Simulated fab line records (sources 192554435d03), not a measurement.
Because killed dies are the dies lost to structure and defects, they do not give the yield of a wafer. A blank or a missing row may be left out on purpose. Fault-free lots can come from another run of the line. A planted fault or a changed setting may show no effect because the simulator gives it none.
Code-filled problem report in 8D (eight disciplines) form + flow n5Finfet + the parts of the form that need people (team, actions taken, sign-off) are left out

== 1. THE ISSUE ==
Wafers free of any fault read 121.1 nm (standard deviation 1.8) for M5_ILD_THK at N5_BEOL_M5_THK_MEAS_01, against a mean of 139.6 nm on 6 wafers of 2 lots. That puts it +10 standard deviations away from the usual mean.
Seen first at day 10 17:05 on filmMetro-02, wafer L413.1. Wafers with a number at this step in the record: 30, from 10 lots. Rule for "out" (also "out of limits"): further than 4 standard deviations from the usual mean. Any other wafer with a number is counted as sound.

== 2. WHAT IT IS AND WHAT IT IS NOT ==
| question                    | is                     | is not                                                                                 |
|-----------------------------|------------------------|----------------------------------------------------------------------------------------|
| which readings at this step | M5_ILD_THK             | -                                                                                      |
| which lots                  | L413, L414             | L402, L404, L409, L411, L419, L421, L423, L424                                         |
| which wafers of those lots  | all that have a number | -                                                                                      |
| read on which gauges        | filmMetro-02           | filmMetro-01                                                                           |
| when                        | from day 10 17:05      | up to then (12 sound wafers); but 12 sound wafers of L419, L421, L423, L424 came after |

== 3. THE SUSPECTS, EACH WITH WHAT RULES IT OUT ==
Counting: a tool stays on the suspect list if, at a process step up to the reading, it processed all lots that are out and no sound lot following the first of them.
- the gauge at N5_BEOL_M5_THK_MEAS_01: kept. All the wafers that are out were read on filmMetro-02, and no step on other tools shows them out.
- uvCure-03 at N5_BEOL_M5_CURE_79 (cures SiCOH lowk, time 240 s): ruled out as a lasting fault. The sound lots L421, L423 went through it after L413, its earliest lot that is out (day 10 16:35).
Remaining after the count: filmMetro-02 at N5_BEOL_M5_THK_MEAS_01.

== 4. THE CAUSE (what the simulator had put in) ==
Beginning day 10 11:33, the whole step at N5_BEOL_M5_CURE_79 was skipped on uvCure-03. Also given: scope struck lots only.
Counting ruled it out, wrongly: the rule takes a fault to strike every lot that its tool runs from its start on, and this one did not.

== 5. THE EFFECT CHAIN, in route order ==
Each row: a reading whose mean over the struck wafers that have a number lies more than 3 standard deviations from the usual. Scope: only readings with a usual standard deviation given in the record; hours: median across lots of the time from each lot's start at the first step in this table that gives one to its start at this step; sigmas: change in usual standard deviations.
| hours | step                   | reading    | usual    | on struck wafers | change | sigmas |
|-------|------------------------|------------|----------|------------------|--------|--------|
| 0     | N5_BEOL_M5_THK_MEAS_01 | M5_ILD_THK | 121.1 nm | 139.6            | +18.5  | +10    |
Readings that are blank on the struck wafers while sound wafers have them: lampPowerPct at N5_BEOL_M5_CURE_79; runLengthS at N5_BEOL_M5_CURE_79; wafer_temp_C_max at N5_BEOL_M5_CURE_79.

== 6. WHAT WOULD HAVE CAUGHT IT SOONER ==
6 hours passed between the start of the fault at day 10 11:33 and the first reading out of limits at a measuring or inspecting step in this record, taken at day 10 17:05.
At N5_BEOL_M5_CURE_79 the tool's readings are blank on the struck wafers, where sound wafers have them: an empty tool record is the first sign, and it was there at once.
